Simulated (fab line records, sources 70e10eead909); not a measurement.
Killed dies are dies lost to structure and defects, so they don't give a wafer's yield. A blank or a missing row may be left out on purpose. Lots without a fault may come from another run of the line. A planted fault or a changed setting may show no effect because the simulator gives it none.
Which tool did it? | flow nand_harc | 23 lots, 69 wafers sampled, at 6 steps of a route of 1159

WHAT THE GAUGES READ, wafer by wafer
The record holds no reading of a measuring or inspecting step that can be judged against a usual standard deviation.

WHICH TOOL RAN EACH LOT (tool, then ch and the chambers of the sampled wafers, then the start)
lot  | NHARC_A_CHANNEL_FILL_D1_ALD_15                 | NHARC_A_STAIRCASE_TRIM_12          | NHARC_A_STAIRCASE_TRIM_16                     | NHARC_A_STAIRCASE_TRIM_20          | NHARC_A_STAIRCASE_ETCH_194                    | NHARC_A_STAIRCASE_DESCUM_219
L074 | ald_sin_batch-01 ch 0, day 10 20:01 or earlier | rie_diel-04 ch 0,3, day 10 20:01   | rie_diel-04 ch 0,1,2, day 10 21:04 or earlier | rie_diel-04 ch 2,3, day 10 21:04   | rie_diel-09 ch 2,3, day 11 04:38 or earlier   | rie_diel-04 ch 2,3, day 11 04:38
L076 | ald_sin_batch-01 ch 0, day 10 20:13 or earlier | rie_diel-11 ch 0,1,2, day 10 20:13 | rie_diel-11 ch 0,3, day 10 21:26 or earlier   | rie_diel-11 ch 0,2,3, day 10 21:26 | rie_diel-11 ch 0,1,3, day 11 03:46 or earlier | rie_diel-04 ch 0,1,3, day 11 03:46
L075 | ald_sin_batch-01 ch 0, day 11 07:07 or earlier | rie_diel-11 ch 0,1,3, day 11 07:07 | rie_diel-11 ch 2,3, day 11 08:09 or earlier   | rie_diel-09 ch 0,2, day 11 08:09   | rie_diel-04 ch 1,2,3, day 11 14:40 or earlier | rie_diel-04 ch 0,1,2, day 11 14:40
L077 | ald_sin_batch-02 ch 0, day 11 16:08 or earlier | rie_diel-11 ch 1,2,3, day 11 16:08 | rie_diel-11 ch 1,2, day 11 17:14 or earlier   | rie_diel-11 ch 1,2, day 11 17:14   | rie_diel-11 ch 0,3, day 11 23:58 or earlier   | rie_diel-11 ch 1,3, day 11 23:58
L078 | ald_sin_batch-02 ch 0, day 11 15:56 or earlier | rie_diel-04 ch 0,1,3, day 11 15:56 | rie_diel-04 ch 2,3, day 11 17:10 or earlier   | rie_diel-04 ch 0,2,3, day 11 17:10 | rie_diel-11 ch 0,1, day 11 23:41 or earlier   | rie_diel-04 ch 0,1,2, day 11 23:41
L079 | ald_sin_batch-02 ch 0, day 12 00:22 or earlier | rie_diel-04 ch 2,3, day 12 00:22   | rie_diel-04 ch 1,2,3, day 12 04:52 or earlier | rie_diel-11 ch 0,1,3, day 12 04:52 | rie_diel-11 ch 1,2, day 12 11:28 or earlier   | rie_diel-09 ch 0,2,3, day 12 11:28
L080 | ald_sin_batch-02 ch 0, day 12 04:32 or earlier | rie_diel-04 ch 1,2, day 12 04:32   | rie_diel-04 ch 0,1, day 12 05:40 or earlier   | rie_diel-04 ch 2,3, day 12 05:40   | rie_diel-09 ch 0,1, day 12 12:27 or earlier   | rie_diel-09 ch 0,1,2, day 12 12:27
L081 | ald_sin_batch-03 ch 0, day 12 12:21 or earlier | rie_diel-04 ch 1,2, day 12 12:21   | rie_diel-04 ch 2,3, day 12 13:40 or earlier   | rie_diel-09 ch 0,2,3, day 12 13:40 | rie_diel-11 ch 0,1,3, day 12 20:20 or earlier | rie_diel-04 ch 1,3, day 12 20:20
L082 | ald_sin_batch-03 ch 0, day 12 12:04 or earlier | rie_diel-11 ch 0,2,3, day 12 12:04 | rie_diel-11 ch 0,2,3, day 12 13:19 or earlier | rie_diel-04 ch 0,1,2, day 12 13:19 | rie_diel-11 ch 0,2,3, day 12 19:46 or earlier | rie_diel-11 ch 0,1,3, day 12 19:46
L083 | ald_sin_batch-01 ch 0, day 13 03:51 or earlier | rie_diel-09 ch 0,2,3, day 13 03:51 | rie_diel-09 ch 0,1,2, day 13 07:07 or earlier | rie_diel-11 ch 0,1,3, day 13 07:07 | rie_diel-04 ch 0,2,3, day 13 15:49 or earlier | rie_diel-11 ch 0,1,3, day 13 15:49
L084 | ald_sin_batch-01 ch 0, day 13 00:06 or earlier | rie_diel-04 ch 0,2,3, day 13 00:06 | rie_diel-04 ch 0,2,3, day 13 01:18 or earlier | rie_diel-09 ch 0,1,3, day 13 01:18 | rie_diel-11 ch 0,1,3, day 13 09:35 or earlier | rie_diel-11 ch 1,2,3, day 13 09:35
L085 | ald_sin_batch-01 ch 0, day 13 14:48 or earlier | rie_diel-11 ch 2,3, day 13 14:48   | rie_diel-11 ch 0,2, day 13 15:53 or earlier   | rie_diel-04 ch 1,2,3, day 13 15:53 | rie_diel-04 ch 2,3, day 13 22:12 or earlier   | rie_diel-11 ch 0,2, day 13 22:12
L086 | ald_sin_batch-03 ch 0, day 13 18:11 or earlier | rie_diel-09 ch 0,2,3, day 13 18:11 | rie_diel-09 ch 0,1, day 13 19:17 or earlier   | rie_diel-11 ch 1,3, day 13 19:17   | rie_diel-04 ch 0,2,3, day 14 01:49 or earlier | rie_diel-04 ch 0,1,2, day 14 01:49
L087 | ald_sin_batch-03 ch 0, day 13 19:00 or earlier | rie_diel-09 ch 0,1,3, day 13 19:00 | rie_diel-09 ch 0,1,3, day 13 20:11 or earlier | rie_diel-04 ch 0,2,3, day 13 20:11 | rie_diel-04 ch 1,2, day 14 03:02 or earlier   | rie_diel-09 ch 1,2, day 14 03:02
L089 | ald_sin_batch-03 ch 0, day 14 15:43 or earlier | rie_diel-11 ch 0,1,2, day 14 15:43 | rie_diel-11 ch 0,1,2, day 14 16:54 or earlier | rie_diel-04 ch 0,2,3, day 14 16:54 | rie_diel-04 ch 0,3, day 15 00:41 or earlier   | rie_diel-04 ch 1,2, day 15 00:41
L090 | ald_sin_batch-03 ch 0, day 14 15:56 or earlier | rie_diel-11 ch 2,3, day 14 15:56   | rie_diel-11 ch 0,1,2, day 14 17:04 or earlier | rie_diel-11 ch 0,1, day 14 17:04   | rie_diel-11 ch 0,2,3, day 15 00:58 or earlier | rie_diel-11 ch 0,2,3, day 15 00:58
L088 | ald_sin_batch-02 ch 0, day 14 16:13 or earlier | rie_diel-09 ch 0,2,3, day 14 16:13 | rie_diel-09 ch 0,2,3, day 14 17:38 or earlier | rie_diel-09 ch 0,1, day 14 17:38   | rie_diel-09 ch 0,3, day 14 23:50 or earlier   | rie_diel-04 ch 0,1,3, day 14 23:50
L091 | ald_sin_batch-02 ch 0, day 15 06:20 or earlier | rie_diel-09 ch 1,2, day 15 06:20   | rie_diel-09 ch 0,1,3, day 15 07:23 or earlier | rie_diel-11 ch 0,1, day 15 07:23   | rie_diel-04 ch 2,3, day 15 13:58 or earlier   | rie_diel-04 ch 0,2,3, day 15 13:58
L092 | ald_sin_batch-02 ch 0, day 15 06:46 or earlier | rie_diel-11 ch 0,2,3, day 15 06:46 | rie_diel-11 ch 0,1,3, day 15 07:57 or earlier | rie_diel-09 ch 0,1,2, day 15 07:57 | rie_diel-11 ch 1,3, day 15 14:56 or earlier   | rie_diel-04 ch 0,1,3, day 15 14:56
L093 | ald_sin_batch-02 ch 0, day 15 19:02 or earlier | rie_diel-04 ch 1,2,3, day 15 19:02 | rie_diel-04 ch 0,1, day 15 20:05 or earlier   | rie_diel-11 ch 0,2,3, day 15 20:05 | rie_diel-09 ch 0,3, day 16 04:28 or earlier   | rie_diel-09 ch 2,3, day 16 04:28
L094 | ald_sin_batch-02 ch 0, day 15 18:45 or earlier | rie_diel-11 ch 2,3, day 15 18:45   | rie_diel-11 ch 2,3, day 15 19:54 or earlier   | rie_diel-09 ch 2,3, day 15 19:54   | rie_diel-11 ch 0,3, day 16 03:11 or earlier   | rie_diel-09 ch 0,1,2, day 16 03:11
L096 | ald_sin_batch-02 ch 0, day 16 00:28 or earlier | rie_diel-04 ch 0,1,2, day 16 00:28 | rie_diel-04 ch 1,3, day 16 02:59 or earlier   | rie_diel-04 ch 1,3, day 16 02:59   | rie_diel-09 ch 1,3, day 16 11:30 or earlier   | rie_diel-09 ch 0,1,2, day 16 11:30
L097 | ald_sin_batch-02 ch 0, day 16 02:38 or earlier | rie_diel-11 ch 0,1,2, day 16 02:38 | rie_diel-11 ch 0,1,3, day 16 04:02 or earlier | rie_diel-04 ch 1,2,3, day 16 04:02 | rie_diel-09 ch 0,2,3, day 16 13:56 or earlier | rie_diel-04 ch 0,2,3, day 16 13:56
- NHARC_A_CHANNEL_FILL_D1_ALD_15: deposits SiNx, target thk 2 nm, pulse time 60 s, ald cycles 19.
- NHARC_A_STAIRCASE_TRIM_12: chemistry O2, time 211.2 s.
- NHARC_A_STAIRCASE_TRIM_16: chemistry O2, time 211.2 s.
- NHARC_A_STAIRCASE_TRIM_20: chemistry O2, time 211.2 s.
- NHARC_A_STAIRCASE_ETCH_194: etches the open film in C4F8/O2, target depth 100 nm, time 40.5 s.
- NHARC_A_STAIRCASE_DESCUM_219: chemistry O2, time 3 s.

WHAT THE TOOLS THEMSELVES READ (means of the sampled wafers that have a number; where no wafer has one, the mark that the record gives instead)
NHARC_A_CHANNEL_FILL_D1_ALD_15. Usual: precursor_pulse_height_rel 0.999, standard deviation 0.019.
lot  | tool             | precursor_pulse_height_rel | flag
L074 | ald_sin_batch-01 | 1.003                      |
L076 | ald_sin_batch-01 | 0.991                      |
L075 | ald_sin_batch-01 | 1.015                      |
L077 | ald_sin_batch-02 | 1.011                      |
L078 | ald_sin_batch-02 | 1.000                      |
L079 | ald_sin_batch-02 | 1.004                      |
L080 | ald_sin_batch-02 | 0.992                      |
L081 | ald_sin_batch-03 | 1.012                      |
L082 | ald_sin_batch-03 | 1.008                      |
L083 | ald_sin_batch-01 | 0.998                      |
L084 | ald_sin_batch-01 | 0.986                      |
L085 | ald_sin_batch-01 | 1.008                      |
L086 | ald_sin_batch-03 | 0.996                      |
L087 | ald_sin_batch-03 | 1.010                      |
L089 | ald_sin_batch-03 | 1.002                      |
L090 | ald_sin_batch-03 | 1.013                      |
L088 | ald_sin_batch-02 | 1.004                      |
L091 | ald_sin_batch-02 | 0.994                      |
L092 | ald_sin_batch-02 | 0.981                      |
L093 | ald_sin_batch-02 | 0.992                      |
L094 | ald_sin_batch-02 | 1.011                      |
L096 | ald_sin_batch-02 | 0.985                      |
L097 | ald_sin_batch-02 | 1.007                      |

NHARC_A_STAIRCASE_TRIM_12. Usual: drypump_motor_current_A 5.7 A, standard deviation 0.43; oes_product_au 1.003 a.u., standard deviation 0.0098; rf_vpp_V 57.7 V, standard deviation 0.81; showerhead_plenum_p_Torr 3.56 Torr, standard deviation 0.11; throttle_valve_pct 17.037 %, standard deviation 0.01.
lot  | tool        | drypump_motor_current_A (A) | oes_product_au (a.u.) | rf_vpp_V (V) | showerhead_plenum_p_Torr (Torr) | throttle_valve_pct (%) | flag
L074 | rie_diel-04 | 5.9                         | 1.011                 | 58.5         | 3.61                            | 17.020                 |
L076 | rie_diel-11 | 5.8                         | 1.007                 | 57.4         | 3.51                            | 17.029                 |
L075 | rie_diel-11 | 5.4                         | 0.997                 | 57.9         | 3.46                            | 17.038                 |
L077 | rie_diel-11 | 5.5                         | 0.996                 | 58.2         | 3.50                            | 17.032                 |
L078 | rie_diel-04 | 5.7                         | 0.994                 | 57.9         | 3.62                            | 17.045                 |
L079 | rie_diel-04 | 5.9                         | 1.008                 | 57.7         | 3.57                            | 17.045                 |
L080 | rie_diel-04 | 5.5                         | 1.003                 | 58.0         | 3.68                            | 17.034                 |
L081 | rie_diel-04 | 5.5                         | 1.013                 | 57.4         | 3.67                            | 17.047                 |
L082 | rie_diel-11 | 5.7                         | 1.004                 | 57.2         | 3.55                            | 17.039                 |
L083 | rie_diel-09 | 5.5                         | 1.003                 | 57.3         | 3.55                            | 17.033                 |
L084 | rie_diel-04 | 5.8                         | 1.006                 | 57.9         | 3.61                            | 17.033                 |
L085 | rie_diel-11 | 5.7                         | 1.003                 | 58.3         | 3.58                            | 17.037                 |
L086 | rie_diel-09 | 5.5                         | 1.015                 | 57.5         | 3.55                            | 17.040                 |
L087 | rie_diel-09 | 6.0                         | 0.997                 | 57.3         | 3.59                            | 17.041                 |
L089 | rie_diel-11 | 5.8                         | 1.009                 | 58.4         | 3.49                            | 17.035                 |
L090 | rie_diel-11 | 5.3                         | 1.001                 | 57.1         | 3.53                            | 17.038                 |
L088 | rie_diel-09 | 5.6                         | 1.008                 | 58.0         | 3.55                            | 17.043                 |
L091 | rie_diel-09 | 6.3                         | 0.988                 | 58.1         | 3.64                            | 17.043                 |
L092 | rie_diel-11 | 5.7                         | 0.999                 | 57.2         | 3.54                            | 17.048                 |
L093 | rie_diel-04 | 5.6                         | 1.007                 | 58.2         | 3.61                            | 17.039                 |
L094 | rie_diel-11 | 5.3                         | 0.989                 | 57.5         | 3.53                            | 17.035                 |
L096 | rie_diel-04 | 5.5                         | 1.003                 | 58.0         | 3.65                            | 17.033                 |
L097 | rie_diel-11 | 5.8                         | 1.014                 | 56.9         | 3.48                            | 17.034                 |

NHARC_A_STAIRCASE_TRIM_16. Usual: drypump_motor_current_A 5.7 A, standard deviation 0.44; oes_product_au 1.003 a.u., standard deviation 0.01; rf_vpp_V 57.9 V, standard deviation 0.84; showerhead_plenum_p_Torr 3.56 Torr, standard deviation 0.11; throttle_valve_pct 17.037 %, standard deviation 0.0088.
lot  | tool        | drypump_motor_current_A (A) | oes_product_au (a.u.) | rf_vpp_V (V) | showerhead_plenum_p_Torr (Torr) | throttle_valve_pct (%) | flag
L074 | rie_diel-04 | 5.5                         | 1.007                 | 58.2         | 3.68                            | 17.036                 |
L076 | rie_diel-11 | 5.7                         | 1.000                 | 58.3         | 3.52                            | 17.044                 |
L075 | rie_diel-11 | 5.3                         | 1.006                 | 57.5         | 3.55                            | 17.037                 |
L077 | rie_diel-11 | 5.6                         | 1.003                 | 58.2         | 3.45                            | 17.039                 |
L078 | rie_diel-04 | 5.9                         | 1.023                 | 58.0         | 3.57                            | 17.026                 |
L079 | rie_diel-04 | 5.6                         | 1.005                 | 58.2         | 3.62                            | 17.034                 |
L080 | rie_diel-04 | 5.6                         | 1.001                 | 57.9         | 3.66                            | 17.030                 |
L081 | rie_diel-04 | 5.9                         | 1.012                 | 57.6         | 3.56                            | 17.041                 |
L082 | rie_diel-11 | 5.7                         | 1.006                 | 56.8         | 3.55                            | 17.037                 |
L083 | rie_diel-09 | 5.9                         | 0.998                 | 58.3         | 3.65                            | 17.042                 |
L084 | rie_diel-04 | 5.8                         | 1.016                 | 58.0         | 3.61                            | 17.033                 |
L085 | rie_diel-11 | 6.0                         | 1.001                 | 57.6         | 3.55                            | 17.034                 |
L086 | rie_diel-09 | 6.3                         | 0.992                 | 59.0         | 3.68                            | 17.029                 |
L087 | rie_diel-09 | 6.0                         | 0.990                 | 57.6         | 3.59                            | 17.034                 |
L089 | rie_diel-11 | 5.8                         | 0.996                 | 56.4         | 3.49                            | 17.036                 |
L090 | rie_diel-11 | 5.8                         | 0.997                 | 58.0         | 3.49                            | 17.037                 |
L088 | rie_diel-09 | 5.5                         | 0.998                 | 58.2         | 3.55                            | 17.019                 |
L091 | rie_diel-09 | 6.0                         | 1.000                 | 58.2         | 3.59                            | 17.041                 |
L092 | rie_diel-11 | 5.5                         | 1.007                 | 57.3         | 3.45                            | 17.037                 |
L093 | rie_diel-04 | 5.6                         | 1.001                 | 58.1         | 3.64                            | 17.041                 |
L094 | rie_diel-11 | 5.7                         | 1.003                 | 57.8         | 3.57                            | 17.037                 |
L096 | rie_diel-04 | 5.8                         | 1.008                 | 58.4         | 3.55                            | 17.046                 |
L097 | rie_diel-11 | 5.4                         | 1.012                 | 56.9         | 3.44                            | 17.039                 |

NHARC_A_STAIRCASE_TRIM_20. Usual: drypump_motor_current_A 5.7 A, standard deviation 0.42; oes_product_au 1.004 a.u., standard deviation 0.009; rf_vpp_V 57.8 V, standard deviation 0.96; showerhead_plenum_p_Torr 3.56 Torr, standard deviation 0.11; throttle_valve_pct 17.034 %, standard deviation 0.0094.
lot  | tool        | drypump_motor_current_A (A) | oes_product_au (a.u.) | rf_vpp_V (V) | showerhead_plenum_p_Torr (Torr) | throttle_valve_pct (%) | flag
L074 | rie_diel-04 | 5.8                         | 1.013                 | 58.4         | 3.63                            | 17.034                 |
L076 | rie_diel-11 | 5.7                         | 0.997                 | 57.6         | 3.56                            | 17.039                 |
L075 | rie_diel-09 | 5.5                         | 1.005                 | 57.5         | 3.66                            | 17.047                 |
L077 | rie_diel-11 | 5.5                         | 1.002                 | 56.5         | 3.45                            | 17.035                 |
L078 | rie_diel-04 | 5.8                         | 1.005                 | 57.6         | 3.61                            | 17.041                 |
L079 | rie_diel-11 | 5.4                         | 1.002                 | 58.6         | 3.46                            | 17.036                 |
L080 | rie_diel-04 | 5.8                         | 1.013                 | 57.5         | 3.62                            | 17.035                 |
L081 | rie_diel-09 | 5.5                         | 1.008                 | 58.2         | 3.56                            | 17.041                 |
L082 | rie_diel-04 | 5.5                         | 1.011                 | 58.3         | 3.67                            | 17.036                 |
L083 | rie_diel-11 | 5.4                         | 1.006                 | 57.5         | 3.46                            | 17.035                 |
L084 | rie_diel-09 | 6.0                         | 0.996                 | 57.7         | 3.60                            | 17.038                 |
L085 | rie_diel-04 | 5.6                         | 1.008                 | 58.3         | 3.62                            | 17.023                 |
L086 | rie_diel-11 | 5.2                         | 1.002                 | 56.8         | 3.40                            | 17.037                 |
L087 | rie_diel-04 | 5.8                         | 1.003                 | 57.3         | 3.60                            | 17.042                 |
L089 | rie_diel-04 | 5.8                         | 1.008                 | 57.3         | 3.60                            | 17.039                 |
L090 | rie_diel-11 | 5.8                         | 1.014                 | 57.6         | 3.46                            | 17.038                 |
L088 | rie_diel-09 | 6.3                         | 0.990                 | 58.2         | 3.68                            | 17.030                 |
L091 | rie_diel-11 | 5.8                         | 1.009                 | 57.5         | 3.46                            | 17.036                 |
L092 | rie_diel-09 | 5.9                         | 0.992                 | 58.2         | 3.64                            | 17.038                 |
L093 | rie_diel-11 | 5.7                         | 1.003                 | 58.1         | 3.54                            | 17.039                 |
L094 | rie_diel-09 | 5.5                         | 0.999                 | 57.1         | 3.50                            | 17.033                 |
L096 | rie_diel-04 | 5.5                         | 0.992                 | 58.6         | 3.61                            | 17.032                 |
L097 | rie_diel-04 | 5.6                         | 1.009                 | 58.3         | 3.61                            | 17.037                 |

NHARC_A_STAIRCASE_ETCH_194. Usual: oes_product_au 0.946 a.u., standard deviation 0.012; rf_vpp_V 897 V, standard deviation 3.8.
lot  | tool        | oes_product_au (a.u.) | rf_vpp_V (V) | flag
L074 | rie_diel-09 | 0.937                 | 894          |
L076 | rie_diel-11 | 0.955                 | 894          |
L075 | rie_diel-04 | 0.949                 | 899          |
L077 | rie_diel-11 | 0.937                 | 895          |
L078 | rie_diel-11 | 0.932                 | 892          |
L079 | rie_diel-11 | 0.952                 | 892          |
L080 | rie_diel-09 | 0.932                 | 902          |
L081 | rie_diel-11 | 0.946                 | 893          |
L082 | rie_diel-11 | 0.946                 | 897          |
L083 | rie_diel-04 | 0.952                 | 899          |
L084 | rie_diel-11 | 0.948                 | 894          |
L085 | rie_diel-04 | 0.964                 | 899          |
L086 | rie_diel-04 | 0.952                 | 898          |
L087 | rie_diel-04 | 0.956                 | 901          |
L089 | rie_diel-04 | 0.952                 | 896          |
L090 | rie_diel-11 | 0.951                 | 897          |
L088 | rie_diel-09 | 0.953                 | 895          |
L091 | rie_diel-04 | 0.945                 | 897          |
L092 | rie_diel-11 | 0.947                 | 893          |
L093 | rie_diel-09 | 0.952                 | 894          |
L094 | rie_diel-11 | 0.933                 | 895          |
L096 | rie_diel-09 | 0.938                 | 898          |
L097 | rie_diel-09 | 0.948                 | 896          |

NHARC_A_STAIRCASE_DESCUM_219. Usual: drypump_motor_current_A 5.7 A, standard deviation 0.43; oes_product_au 1.004 a.u., standard deviation 0.0093; rf_vpp_V 57.9 V, standard deviation 0.9; showerhead_plenum_p_Torr 1.94 Torr, standard deviation 0.062; throttle_valve_pct 11.311 %, standard deviation 0.0092.
lot  | tool        | drypump_motor_current_A (A) | oes_product_au (a.u.) | rf_vpp_V (V) | showerhead_plenum_p_Torr (Torr) | throttle_valve_pct (%) | flag
L074 | rie_diel-04 | 5.9                         | 1.019                 | 57.2         | 1.93                            | 11.318                 |
L076 | rie_diel-04 | 5.7                         | 0.999                 | 58.4         | 1.97                            | 11.316                 |
L075 | rie_diel-04 | 5.5                         | 1.010                 | 57.7         | 2.00                            | 11.308                 |
L077 | rie_diel-11 | 5.2                         | 0.998                 | 56.6         | 1.85                            | 11.320                 |
L078 | rie_diel-04 | 5.5                         | 1.005                 | 57.8         | 2.00                            | 11.321                 |
L079 | rie_diel-09 | 5.6                         | 1.001                 | 58.3         | 1.93                            | 11.302                 |
L080 | rie_diel-09 | 5.9                         | 0.998                 | 59.0         | 1.98                            | 11.313                 |
L081 | rie_diel-04 | 5.5                         | 0.999                 | 58.5         | 1.97                            | 11.309                 |
L082 | rie_diel-11 | 5.4                         | 1.004                 | 57.9         | 1.87                            | 11.316                 |
L083 | rie_diel-11 | 5.4                         | 1.015                 | 58.7         | 1.87                            | 11.315                 |
L084 | rie_diel-11 | 5.4                         | 1.005                 | 58.4         | 1.89                            | 11.316                 |
L085 | rie_diel-11 | 6.0                         | 1.020                 | 57.7         | 1.95                            | 11.305                 |
L086 | rie_diel-04 | 5.5                         | 1.004                 | 57.6         | 1.99                            | 11.308                 |
L087 | rie_diel-09 | 6.3                         | 0.989                 | 58.3         | 1.98                            | 11.313                 |
L089 | rie_diel-04 | 5.5                         | 1.009                 | 57.2         | 1.99                            | 11.312                 |
L090 | rie_diel-11 | 5.7                         | 1.002                 | 57.5         | 1.92                            | 11.310                 |
L088 | rie_diel-04 | 5.7                         | 1.001                 | 57.9         | 1.96                            | 11.309                 |
L091 | rie_diel-04 | 5.8                         | 1.000                 | 58.0         | 1.95                            | 11.302                 |
L092 | rie_diel-04 | 5.7                         | 1.006                 | 57.5         | 1.96                            | 11.308                 |
L093 | rie_diel-09 | 5.6                         | 0.997                 | 58.0         | 1.87                            | 11.309                 |
L094 | rie_diel-09 | 5.9                         | 1.006                 | 59.1         | 1.98                            | 11.315                 |
L096 | rie_diel-09 | 5.9                         | 1.001                 | 57.4         | 1.97                            | 11.306                 |
L097 | rie_diel-04 | 5.8                         | 0.993                 | 58.2         | 1.95                            | 11.306                 |

THE ANSWER, worked out from the rows above alone
Rule: a lot is off if the mean of its wafers that have a number lies more than 3 standard deviations from the usual mean. A lot without any number at a reading at which 4 lots or more have one is off too. The other lots that the step has rows for count as sound. The gauges are gone through in route order, then the tools' own readings, and for those a lot's mean is taken as printed above. The first step at which some lot is off is used, and at that step the reading that is off furthest; a lot without a number counts as furthest.
No lot is off at any reading shown: from this, nothing can be told.

WHAT THE SIMULATOR HAD PUT IN
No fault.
